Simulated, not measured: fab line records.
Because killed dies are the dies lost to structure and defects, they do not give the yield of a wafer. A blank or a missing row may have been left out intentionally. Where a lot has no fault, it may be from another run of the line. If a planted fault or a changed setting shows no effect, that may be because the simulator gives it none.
Which tool is to blame? | flow nand harc | 7 lots with 21 wafers sampled at 3 steps, on a route of 1302 steps

## WHAT EACH GAUGE READ, for each wafer
NHARC_THIN_TSV_CD_MEAS_12: the cd target is 1000 nm.
lot  | measured     | on        | cd nm (nm)
L254 | day 24 03:26 | cd sem-02 | 1001.0 1003.8 1002.3
L256 | day 25 05:52 | cd sem-03 | 1000.7 1000.2 1000.7
L261 | day 26 15:32 | cd sem-03 | 1000.5 1000.6 1001.4
L269 | day 30 13:45 | cd sem-03 | 1002.5 1000.7 1001.4
L271 | day 31 09:05 | cd sem-01 | 1000.1 1000.0 999.9
L273 | day 32 02:57 | cd sem-01 | 1001.7 1001.9 1000.3
L275 | day 34 15:30 | cd sem-01 | 997.4 999.4 998.5

## WHICH TOOL RAN EACH LOT (tool, then ch and the chambers of the sampled wafers, then the start)
lot  | NHARC_A_CHANNEL_FILL_D1_ALD_15      | NHARC_A_BONDPAD_ETCH_12
L254 | ald sin batch-01 ch 0, day 9 23:02  | rie diel-07 ch 2,3, day 24 03:26 or earlier
L256 | ald sin batch-02 ch 0, day 10 09:50 | rie diel-07 ch 1,2,3, day 25 05:52 or earlier
L261 | ald sin batch-01 ch 0, day 12 15:44 | rie diel-07 ch 0,2,3, day 26 15:32 or earlier
L269 | ald sin batch-01 ch 0, day 16 02:15 | rie diel-08 ch 2,3, day 30 13:45 or earlier
L271 | ald sin batch-01 ch 0, day 16 12:20 | rie diel-08 ch 1,2,3, day 31 09:05 or earlier
L273 | ald sin batch-02 ch 0, day 17 21:54 | rie diel-07 ch 0,1,3, day 32 02:57 or earlier
L275 | ald sin batch-03 ch 0, day 18 19:17 | rie diel-07 ch 0,2,3, day 34 15:30 or earlier
- NHARC_A_CHANNEL_FILL_D1_ALD_15: deposits SiNx, target thk 2 nm, pulse time 60 s, ald cycles 19.
- NHARC_A_BONDPAD_ETCH_12: etches the open film in CHF3/O2, target depth 220 nm, time 110 s.

## THE ANSWER, worked out from the rows above alone
Rule: the lots themselves supply what counts as usual. Put in order of their means at a reading, lots are off if they are a third of the lots or fewer, leave a main group of 4 or more, and stand apart from it by a gap of 3 or more times the standard deviation of the main group's means; of several such gaps the widest counts. A main group is skipped when, at the precision printed for the reading in the tables above, its means are all equal. Also off: a lot with no number at a reading for which 4 or more lots have one. Any other lot the step has rows for is counted as sound.
None of the lots is off at any reading shown; this tells nothing.

## WHAT THE SIMULATOR HAD PUT IN
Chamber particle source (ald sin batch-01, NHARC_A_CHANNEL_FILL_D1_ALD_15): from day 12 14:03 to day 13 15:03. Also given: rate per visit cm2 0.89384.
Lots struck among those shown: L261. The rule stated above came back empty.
